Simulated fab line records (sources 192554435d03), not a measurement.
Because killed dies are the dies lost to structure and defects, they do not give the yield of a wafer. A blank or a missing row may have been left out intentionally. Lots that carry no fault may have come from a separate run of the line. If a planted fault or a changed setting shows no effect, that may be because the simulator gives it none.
Split-lot experiment    flow n5 finfet    39 wafers read across 7 lots, on a route 1938 steps long

THE SPLIT
At N5_BEOL_M4_VIA_ETCH_34 (etches the open film in C4F6/O2, target depth 69.4 nm, time 65.9 s), the setting target depth a was moved away from the recipe's 694 angstrom on 15 of the 39 wafers read, by -42.4% to +57.8%. The other wafers ran this setting at the recipe's value.

The split's own step is where the reading is taken.

THE READING
SOC_of_BEOL_M4_COAT_67.thk nm (the simulator's own value, which no gauge read), in nm, at N5_BEOL_M4_VIA_ETCH_34 (etches the open film in C4F6/O2, target depth 69.4 nm, time 65.9 s). The file does not state a usual value for it. Across the 24 wafers here that went through the recipe, the average is 52.0 nm and the standard deviation 0.21 nm.

wafer   tool, chamber at the split  target depth a as run, angstrom  against the recipe  SOC_of_BEOL_M4_COAT_67.thk nm, nm  against lot-mates on the recipe
L074.1  rie diel-06, 2              399.7                            -42.4%              55.2                               +3.3
L074.2  rie diel-06, 1              399.7                            -42.4%              55.2                               +3.3
L074.3  rie diel-06, 3              694                              recipe              51.8                               -
L074.4  rie diel-06, 1              694                              recipe              52                                 -
L074.5  rie diel-06, 3              694                              recipe              51.8                               -
L074.6  rie diel-06, 2              399.7                            -42.4%              55.4                               +3.5
L076.1  rie diel-05, 2              694                              recipe              52                                 -
L076.2  rie diel-05, 1              694                              recipe              52                                 -
L076.5  rie diel-05, 3              694                              recipe              52.2                               -
L077.1  rie diel-03, 0              1095                             +57.8%              47.6                               -4.3
L077.2  rie diel-03, 2              694                              recipe              51.8                               -
L077.3  rie diel-03, 3              694                              recipe              52                                 -
L077.4  rie diel-03, 1              1095                             +57.8%              46.6                               -5.3
L077.5  rie diel-03, 2              694                              recipe              51.8                               -
L077.6  rie diel-03, 3              1095                             +57.8%              47.6                               -4.3
L081.1  rie diel-03, 3              694                              recipe              52.4                               -
L081.2  rie diel-03, 2              694                              recipe              52                                 -
L081.3  rie diel-03, 0              694                              recipe              52.4                               -
L081.4  rie diel-03, 1              694                              recipe              51.8                               -
L081.5  rie diel-03, 1              694                              recipe              51.8                               -
L081.6  rie diel-03, 2              694                              recipe              52                                 -
L083.1  rie diel-03, 1              975.8                            +40.6%              48.4                               -3.8
L083.2  rie diel-03, 3              975.8                            +40.6%              49                                 -3.2
L083.3  rie diel-03, 2              975.8                            +40.6%              48.4                               -3.8
L083.4  rie diel-03, 0              694                              recipe              52.4                               -
L083.5  rie diel-03, 2              694                              recipe              52                                 -
L083.6  rie diel-03, 3              694                              recipe              52.2                               -
L091.1  rie diel-03, 0              694                              recipe              52.4                               -
L091.2  rie diel-03, 3              694                              recipe              52                                 -
L091.3  rie diel-03, 2              565.6                            -18.5%              53.2                               +1.1
L091.4  rie diel-03, 1              565.6                            -18.5%              53.4                               +1.3
L091.5  rie diel-03, 1              565.6                            -18.5%              53.4                               +1.3
L091.6  rie diel-03, 2              694                              recipe              51.8                               -
L097.1  rie diel-03, 0              694                              recipe              52.2                               -
L097.2  rie diel-03, 3              402.8                            -42.0%              55.4                               +3.3
L097.3  rie diel-03, 2              402.8                            -42.0%              55.2                               +3.1
L097.4  rie diel-03, 1              694                              recipe              51.8                               -
L097.5  rie diel-03, 3              402.8                            -42.0%              55.4                               +3.3
L097.6  rie diel-03, 0              694                              recipe              52.2                               -

THE FIT
A straight line over all 39 wafers: SOC_of_BEOL_M4_COAT_67.thk nm changes by -0.0804 nm for each +1% of target depth a; r = -0.99; the points scatter about the line by 0.25 nm.
The same after taking each lot's own level away (the mean of its wafers on the recipe; 39 wafers): -0.0807 nm for each +1%; r = -0.99; scatter 0.25 nm.
Per that fit: largest target depth a move, reading shift of 4.7 nm.
The lots' own levels span 51.87 to 52.20 nm, that is 1.6 times the standard deviation above.
The two slopes agree, so the slope changes little with the lot-to-lot level.
Check: for one of the wafers moved furthest among these (+57.8%), held out of the fit, the line's prediction against its lot-mates is -4.79 nm. It came out at -4.27 nm against them.

THESE WAFERS: OTHER SPLITS
Before the reading, these wafers also passed through other splits. Each is held against what the fit with the lots' levels taken away leaves over:
other split on the same wafers             wafers away from the commonest value  r with SOC_of_BEOL_M4_COAT_67.thk nm (lot level and that fit taken away)
N5_FIN_SAQP_HM_DEP_03 target thk a         15                                    +0.22
N5_GATE_CUT_ETCH_58 target depth a         9                                     -0.03
N5_BEOL_M0_SAQP_DEVELOP_13 develop time s  15                                    +0.10

THE WHOLE CHAIN: every reading that the file lists as answering this split, in the file's order
step                    what it does                                                        reading                                                                         change (the file's fit)                 r (the file's)
N5_BEOL_M4_VIA_ETCH_34  etches the open film in C4F6/O2, target depth 69.4 nm, time 65.9 s  etch.depth nm (the simulator's own value, which no gauge read)                  +0.677 nm for each +1% of the setting   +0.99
N5_BEOL_M4_VIA_ETCH_34  etches the open film in C4F6/O2, target depth 69.4 nm, time 65.9 s  SOC_of_BEOL_M4_COAT_67.thk nm (the simulator's own value, which no gauge read)  -0.0806 nm for each +1% of the setting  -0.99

THE FILE'S OWN FIT
SOC_of_BEOL_M4_COAT_67.thk nm changes by -0.0806 nm for each +1% of target depth a, r = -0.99.
